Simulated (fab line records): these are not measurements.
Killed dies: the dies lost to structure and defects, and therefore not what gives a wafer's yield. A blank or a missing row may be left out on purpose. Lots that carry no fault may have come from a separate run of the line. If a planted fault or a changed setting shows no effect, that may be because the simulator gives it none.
2 desks, one fault | flow n5Finfet | each desk holds nothing but its own numbers, with what lay behind them at the end

## DESK OF THE TOOL OWNER: rieDiel-04
The tool's own readings at N5_BEOL_M1_ETCH_69 (etches SiARC in CF4, target depth 15.6 nm, time 26 s): means of the sampled wafers that have a number, for each lot that ran on this tool. Any lot whose mean is over 4 standard deviations away from the usual mean is out of limits and marked OUT; that distance is given in the brackets. Readings shown: 7 of its 8, picked as those furthest out on some lot.
Columns: A = biasW at N5_BEOL_M1_ETCH_69, usual 36.01 W; B = cf4FlowSccm at N5_BEOL_M1_ETCH_69, usual 100.0 sccm; C = drypumpMotorCurrentA at N5_BEOL_M1_ETCH_69, usual 5.6 A; D = etchRfOnTimeS at N5_BEOL_M1_ETCH_69, usual 26.1 s; E = oesProductAu at N5_BEOL_M1_ETCH_69, usual 0.67 a.u.; F = rfVppV at N5_BEOL_M1_ETCH_69, usual 184.2 V; G = throttleValvePct at N5_BEOL_M1_ETCH_69, usual 15.58 %
lot  | first seen here | A     | B    | C   | D    | E    | F     | G
L378 | day 7 06:32     | 36.01 | 99.9 | 5.7 | 27.0 | 0.64 | 184.1 | 15.50
L388 | day 9 18:24     | 35.98 | 99.9 | 5.7 | 26.8 | 0.63 | 184.4 | 15.52
This desk's finding: nothing out of limits on any of the 2 lots.

## METROLOGY DESK
What the gauges read for every lot (on any tool): the sampled wafers with a number, averaged. Any lot whose mean is over 4 standard deviations away from the usual mean is out of limits and marked OUT; that distance is given in the brackets. Readings shown: 7 of its 10, picked as those furthest out on some lot.
Columns: A = DIBL_N at N5_BEOL_M4_RC_MEAS_101, usual 37.0 mV/V; B = IOFF_N at N5_BEOL_M4_RC_MEAS_101, usual 0.17 nA/um; C = IOFF_P at N5_BEOL_M4_RC_MEAS_101, usual 0.22 nA/um; D = ION_P at N5_BEOL_M4_RC_MEAS_101, usual 461 uA/um; E = SS_N at N5_BEOL_M4_RC_MEAS_101, usual 71.6 mV/dec; F = VT_N at N5_BEOL_M4_RC_MEAS_101, usual 250 mV; G = VT_P at N5_BEOL_M4_RC_MEAS_101, usual -250 mV
lot  | first seen here | A    | B    | C    | D   | E    | F   | G
L378 | day 9 00:58     | 36.7 | 0.15 | 0.19 | 452 | 71.2 | 249 | -249
L383 | day 10 03:26    | 36.6 | 0.16 | 0.20 | 462 | 71.7 | 253 | -254
L384 | day 10 10:58    | 35.5 | 0.15 | 0.19 | 456 | 70.9 | 251 | -254
L388 | day 11 07:40    | 34.5 | 0.13 | 0.19 | 457 | 70.5 | 253 | -251
L390 | day 11 17:05    | 38.2 | 0.20 | 0.26 | 469 | 71.4 | 246 | -244
This desk's finding: nothing out of limits on any of the 5 lots.

## BROUGHT TOGETHER
The desk of the tool owner found nothing out of limits.
From the metrology desk's view, nothing was out of limits.

## WHAT WAS PUT IN BY THE SIMULATOR
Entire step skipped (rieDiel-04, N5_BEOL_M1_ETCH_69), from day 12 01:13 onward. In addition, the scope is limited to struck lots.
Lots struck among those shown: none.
